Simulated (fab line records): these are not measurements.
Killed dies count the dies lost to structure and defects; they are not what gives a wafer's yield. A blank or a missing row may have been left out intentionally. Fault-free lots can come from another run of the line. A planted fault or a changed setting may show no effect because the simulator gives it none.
Chamber matching :: flow n5_finfet :: N5_MOL_CONTACT_COAG_ETCH_90 on rie_diel-05: 4 sister chambers
The step etches SiARC in CF4, target depth 13 nm, time 21.7 s. 20 wafers are shown with their chamber, then 10 later ones without.

## WAFERS WITH THEIR CHAMBER
wafer: L075.1
chamber: 3
drypump_motor_current_A (A): 5.0
showerhead_plenum_p_Torr (Torr): 2.21
throttle_valve_pct (%): 15.72

wafer: L075.2
chamber: 0
drypump_motor_current_A (A): 4.8
showerhead_plenum_p_Torr (Torr): 2.06
throttle_valve_pct (%): 15.81

wafer: L075.5
chamber: 0
drypump_motor_current_A (A): 4.8
showerhead_plenum_p_Torr (Torr): 2.06
throttle_valve_pct (%): 15.80

wafer: L078.2
chamber: 3
drypump_motor_current_A (A): 5.0
showerhead_plenum_p_Torr (Torr): 2.21
throttle_valve_pct (%): 15.72

wafer: L078.3
chamber: 2
drypump_motor_current_A (A): 5.7
showerhead_plenum_p_Torr (Torr): 1.99
throttle_valve_pct (%): 15.94

wafer: L078.4
chamber: 1
drypump_motor_current_A (A): 5.5
showerhead_plenum_p_Torr (Torr): 2.09
throttle_valve_pct (%): 15.32

wafer: L082.1
chamber: 1
drypump_motor_current_A (A): 5.6
showerhead_plenum_p_Torr (Torr): 2.09
throttle_valve_pct (%): 15.34

wafer: L082.2
chamber: 2
drypump_motor_current_A (A): 5.7
showerhead_plenum_p_Torr (Torr): 1.98
throttle_valve_pct (%): 15.96

wafer: L082.3
chamber: 0
drypump_motor_current_A (A): 4.8
showerhead_plenum_p_Torr (Torr): 2.05
throttle_valve_pct (%): 15.82

wafer: L084.2
chamber: 2
drypump_motor_current_A (A): 5.7
showerhead_plenum_p_Torr (Torr): 1.98
throttle_valve_pct (%): 15.96

wafer: L084.3
chamber: 1
drypump_motor_current_A (A): 5.6
showerhead_plenum_p_Torr (Torr): 2.09
throttle_valve_pct (%): 15.33

wafer: L084.4
chamber: 3
drypump_motor_current_A (A): 5.0
showerhead_plenum_p_Torr (Torr): 2.20
throttle_valve_pct (%): 15.76

wafer: L088.2
chamber: 1
drypump_motor_current_A (A): 5.6
showerhead_plenum_p_Torr (Torr): 2.08
throttle_valve_pct (%): 15.36

wafer: L088.5
chamber: 3
drypump_motor_current_A (A): 5.0
showerhead_plenum_p_Torr (Torr): 2.20
throttle_valve_pct (%): 15.77

wafer: L088.6
chamber: 2
drypump_motor_current_A (A): 5.7
showerhead_plenum_p_Torr (Torr): 1.98
throttle_valve_pct (%): 15.98

wafer: L087.1
chamber: 3
drypump_motor_current_A (A): 5.0
showerhead_plenum_p_Torr (Torr): 2.20
throttle_valve_pct (%): 15.77

wafer: L087.2
chamber: 1
drypump_motor_current_A (A): 5.6
showerhead_plenum_p_Torr (Torr): 2.08
throttle_valve_pct (%): 15.35

wafer: L087.4
chamber: 2
drypump_motor_current_A (A): 5.7
showerhead_plenum_p_Torr (Torr): 1.98
throttle_valve_pct (%): 16.01

wafer: L089.1
chamber: 0
drypump_motor_current_A (A): 4.8
showerhead_plenum_p_Torr (Torr): 2.05
throttle_valve_pct (%): 15.85

wafer: L089.4
chamber: 1
drypump_motor_current_A (A): 5.5
showerhead_plenum_p_Torr (Torr): 2.08
throttle_valve_pct (%): 15.39

SIGNATURES, as means of the wafers listed above
reading: drypump_motor_current_A
chamber 0: 4.800
chamber 1: 5.567
chamber 2: 5.700
chamber 3: 5.000
scatter within a chamber: 0.0289

reading: showerhead_plenum_p_Torr
chamber 0: 2.0550
chamber 1: 2.0850
chamber 2: 1.9820
chamber 3: 2.2040
scatter within a chamber: 0.0053

reading: throttle_valve_pct
chamber 0: 15.8200
chamber 1: 15.3483
chamber 2: 15.9700
chamber 3: 15.7480
scatter within a chamber: 0.025
Rule: distance of a wafer from a chamber = root of the sum over the readings of ((wafer's reading minus chamber's mean) / reading's scatter) squared. If the next closest chamber is less than 2 further off than the closest, the wafer can't be placed; otherwise it belongs to the closest. How the scatter is found: for the shown wafers, subtract from each reading the mean of its chamber, square and add these, divide the total by (wafers less chambers), then take the root.

## WAFERS WITH NO CHAMBER GIVEN
wafer: L089.6
drypump_motor_current_A (A): 4.8
showerhead_plenum_p_Torr (Torr): 2.05
throttle_valve_pct (%): 15.87

wafer: L091.2
drypump_motor_current_A (A): 4.8
showerhead_plenum_p_Torr (Torr): 2.05
throttle_valve_pct (%): 15.87

wafer: L091.4
drypump_motor_current_A (A): 5.6
showerhead_plenum_p_Torr (Torr): 2.08
throttle_valve_pct (%): 15.38

wafer: L091.6
drypump_motor_current_A (A): 5.7
showerhead_plenum_p_Torr (Torr): 1.98
throttle_valve_pct (%): 16.00

wafer: L096.2
drypump_motor_current_A (A): 5.5
showerhead_plenum_p_Torr (Torr): 2.08
throttle_valve_pct (%): 15.40

wafer: L096.4
drypump_motor_current_A (A): 5.7
showerhead_plenum_p_Torr (Torr): 1.98
throttle_valve_pct (%): 16.00

wafer: L096.6
drypump_motor_current_A (A): 5.7
showerhead_plenum_p_Torr (Torr): 1.98
throttle_valve_pct (%): 16.01

wafer: L097.3
drypump_motor_current_A (A): 5.0
showerhead_plenum_p_Torr (Torr): 2.19
throttle_valve_pct (%): 15.79

wafer: L097.5
drypump_motor_current_A (A): 5.0
showerhead_plenum_p_Torr (Torr): 2.19
throttle_valve_pct (%): 15.79

wafer: L097.6
drypump_motor_current_A (A): 5.7
showerhead_plenum_p_Torr (Torr): 1.98
throttle_valve_pct (%): 16.01

## EACH ONE'S CHAMBER
wafer: L089.6
from the rows above: 0
in truth: 0

wafer: L091.2
from the rows above: 0
in truth: 0

wafer: L091.4
from the rows above: 1
in truth: 1

wafer: L091.6
from the rows above: 2
in truth: 2

wafer: L096.2
from the rows above: 1
in truth: 1

wafer: L096.4
from the rows above: 2
in truth: 2

wafer: L096.6
from the rows above: 2
in truth: 2

wafer: L097.3
from the rows above: 3
in truth: 3

wafer: L097.5
from the rows above: 3
in truth: 3

wafer: L097.6
from the rows above: 2
in truth: 2
Correctly placed: 10 of 10. From these rows, 0 cannot be placed. Placed wrongly: 0.
